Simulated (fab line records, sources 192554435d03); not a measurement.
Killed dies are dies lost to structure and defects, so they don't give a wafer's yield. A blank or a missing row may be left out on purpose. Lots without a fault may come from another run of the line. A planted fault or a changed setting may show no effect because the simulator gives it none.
One fault seen from 3 desks | flow n5_finfet | each desk has only its own numbers; what lay behind them comes last
Where a reading is given only as a bound, like >300, the bound stands for it, and a mean or a difference that rests on one is marked > or <: the true number lies beyond.

THE DEFECT DESK
What the inspections along the route counted, lot by lot: means of the sampled wafers that have a number. A lot is out of limits, marked OUT, if its mean lies more than 4 standard deviations from the usual mean; the brackets give that distance.
Columns: A = raw_defect_count at N5_HKMG_FIN_INSPECT_14, usual 2.2
lot  | first seen here | A
L158 | day 4 03:43     | 3.3
L160 | day 4 16:40     | 1.7
L161 | day 4 21:50     | 3.3
L164 | day 5 14:53     | 2.0
L165 | day 6 02:01     | 3.3
L169 | day 7 00:49     | 2.3
L170 | day 7 08:41     | >300 (+99 or more) OUT
L171 | day 7 11:35     | 2.0
L177 | day 8 22:16     | >300 (+99 or more) OUT
L181 | day 9 20:44     | 2.3
This desk's finding: out of limits on L170, L177; first on L170, day 7 08:41 (raw_defect_count at N5_HKMG_FIN_INSPECT_14). In limits: L158, L160, L161, L164, L165, L169, L171, L181.

THE TOOL OWNER'S DESK: wet_bench-06
The tool's own readings at N5_HKMG_FIN_WET_ETCH_82 (etches La2O3 in dHCl, stops on HfO2, target depth 2 nm, rinse time 30 s): means of the sampled wafers that have a number, for each lot that ran on this tool. A lot is out of limits, marked OUT, if its mean lies more than 4 standard deviations from the usual mean; the brackets give that distance.
Columns: A = temp_c at N5_HKMG_FIN_WET_ETCH_82, usual 24.99 C
lot  | first seen here | A
L160 | day 4 15:24     | 25.03
L169 | day 6 23:33     | 25.13
L170 | day 7 07:23     | 24.96
L177 | day 8 21:08     | 24.90
This desk's finding: nothing out of limits on any of the 4 lots.

THE METROLOGY DESK
What the gauges read, lot by lot, whatever tool the lot ran on: means of the sampled wafers that have a number. A lot is out of limits, marked OUT, if its mean lies more than 4 standard deviations from the usual mean; the brackets give that distance. Of its 12 readings 7 are shown: those that lie furthest out on some lot.
Columns: A = DIBL_P at N5_BEOL_M4_RC_MEAS_101, usual 36.2 mV/V; B = IOFF_N at N5_BEOL_M4_RC_MEAS_101, usual 0.16 nA/um; C = IOFF_P at N5_BEOL_M4_RC_MEAS_101, usual 0.21 nA/um; D = ION_N at N5_BEOL_M4_RC_MEAS_101, usual 673 uA/um; E = SS_P at N5_BEOL_M4_RC_MEAS_101, usual 73.2 mV/dec; F = VT_N at N5_BEOL_M4_RC_MEAS_101, usual 250 mV; G = VT_P at N5_BEOL_M4_RC_MEAS_101, usual -251 mV
lot  | first seen here | A    | B    | C    | D   | E    | F   | G
L158 | day 4 03:40     | 36.7 | 0.16 | 0.20 | 665 | 73.8 | 252 | -252
L160 | day 4 16:37     | 36.6 | 0.16 | 0.22 | 674 | 73.4 | 250 | -249
L161 | day 4 21:47     | 40.2 | 0.25 | 0.31 | 699 | 74.4 | 241 | -244
L164 | day 5 14:50     | 38.0 | 0.17 | 0.21 | 675 | 73.3 | 250 | -251
L165 | day 6 01:58     | 37.4 | 0.18 | 0.24 | 683 | 72.9 | 248 | -248
L169 | day 7 00:46     | 33.5 | 0.12 | 0.18 | 661 | 72.6 | 252 | -252
L170 | day 7 08:38     | 36.7 | 0.15 | 0.19 | 675 | 73.0 | 251 | -253
L171 | day 7 11:31     | 34.9 | 0.14 | 0.18 | 678 | 73.0 | 253 | -254
L177 | day 8 22:13     | 34.8 | 0.15 | 0.20 | 671 | 72.9 | 248 | -252
L181 | day 9 20:40     | 35.8 | 0.14 | 0.16 | 668 | 73.4 | 253 | -258
This desk's finding: nothing out of limits on any of the 10 lots.

PUT TOGETHER
The defect desk could have raised an alarm at day 7 08:41, on L170, L177.
The tool owner's desk saw nothing out of limits.
The metrology desk saw nothing out of limits.
The tool owner's desk has L170, L177 on record, within its limits.
The metrology desk has L170, L177 on record, within its limits.
Of the lots named, all ran N5_HKMG_FIN_WET_ETCH_82 on wet_bench-06.

WHAT THE SIMULATOR HAD PUT IN
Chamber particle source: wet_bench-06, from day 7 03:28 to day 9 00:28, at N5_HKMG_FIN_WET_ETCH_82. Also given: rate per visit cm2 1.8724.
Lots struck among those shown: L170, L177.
Hours from the fault's start to each desk's first reading out of limits: the defect desk, 5.
